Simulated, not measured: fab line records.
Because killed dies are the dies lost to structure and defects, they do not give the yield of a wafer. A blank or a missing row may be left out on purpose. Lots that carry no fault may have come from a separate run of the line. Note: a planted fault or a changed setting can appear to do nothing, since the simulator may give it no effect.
Chamber matching | flow nandHarc | NHARC_P_GATE_DESCUM_13 on rieDiel-08 has 4 sister chambers
The step chemistry O2, time 3 s. 20 wafers are shown with their chamber, then 10 later ones without.

WAFERS WITH THEIR CHAMBER
wafer  | chamber | drypumpMotorCurrentA (A) | oesProductAu (a.u.) | rfVppV (V)
L076.1 | 3       | 5.8                      | 0.992               | 58.7
L076.2 | 0       | 5.1                      | 1.005               | 58.4
L076.3 | 1       | 5.5                      | 1.031               | 58.2
L077.1 | 2       | 5.5                      | 1.008               | 58.4
L077.2 | 1       | 5.5                      | 1.031               | 55.9
L077.6 | 1       | 5.5                      | 1.033               | 57.8
L079.2 | 3       | 5.8                      | 0.987               | 57.4
L079.4 | 2       | 5.5                      | 0.994               | 59.9
L079.5 | 0       | 5.1                      | 0.990               | 58.5
L080.1 | 0       | 5.1                      | 0.988               | 57.8
L080.2 | 1       | 5.5                      | 1.031               | 55.7
L080.3 | 3       | 5.8                      | 0.984               | 56.9
L081.2 | 0       | 5.1                      | 0.996               | 58.5
L081.3 | 2       | 5.4                      | 1.006               | 58.7
L081.4 | 1       | 5.5                      | 1.026               | 56.8
L082.1 | 1       | 5.5                      | 1.020               | 57.5
L082.2 | 0       | 5.1                      | 0.988               | 59.9
L082.5 | 0       | 5.1                      | 0.979               | 58.0
L086.3 | 1       | 5.5                      | 1.008               | 56.3
L086.4 | 3       | 5.8                      | 1.000               | 56.9

SIGNATURES (means of the wafers above)
reading              | chamber 0 | chamber 1 | chamber 2 | chamber 3 | scatter within a chamber
drypumpMotorCurrentA | 5.100     | 5.500     | 5.467     | 5.800     | 0.0204
oesProductAu         | 0.99100   | 1.02571   | 1.00267   | 0.99075   | 0.0084
rfVppV               | 58.517    | 56.886    | 59.000    | 57.475    | 0.859
Rule: for a wafer and a chamber, the distance is found by dividing, reading by reading, the gap between the wafer's reading and the chamber's mean by the reading's scatter, squaring, summing and taking the root. If the next closest chamber is less than 2 further off than the closest, the wafer can't be placed; otherwise it belongs to the closest. How the scatter is found: for the shown wafers, subtract from each reading the mean of its chamber, square and add these, divide the total by (wafers less chambers), then take the root.

WAFERS WITH NO CHAMBER GIVEN
wafer  | drypumpMotorCurrentA (A) | oesProductAu (a.u.) | rfVppV (V)
L086.5 | 5.5                      | 1.004               | 58.2
L088.3 | 5.5                      | 1.008               | 57.5
L088.5 | 5.8                      | 0.997               | 57.3
L088.6 | 5.4                      | 1.003               | 58.4
L090.1 | 5.5                      | 0.998               | 56.1
L090.2 | 5.8                      | 0.990               | 57.0
L090.4 | 5.1                      | 1.006               | 57.4
L095.1 | 5.8                      | 0.985               | 58.1
L095.2 | 5.5                      | 0.994               | 57.5
L095.4 | 5.6                      | 0.988               | 57.3

EACH ONE'S CHAMBER
wafer  | from the rows above     | in truth
L086.5 | can't be placed: 2 or 1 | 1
L088.3 | can't be placed: 1 or 2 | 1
L088.5 | 3                       | 3
L088.6 | 2                       | 2
L090.1 | can't be placed: 1 or 2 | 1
L090.2 | 3                       | 3
L090.4 | 0                       | 0
L095.1 | 3                       | 3
L095.2 | can't be placed: 2 or 1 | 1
L095.4 | can't be placed: 1 or 2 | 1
5 of 10 placed correctly. Not placeable from these rows: 5 (in 5, the candidates include the true chamber). Wrongly placed: 0.
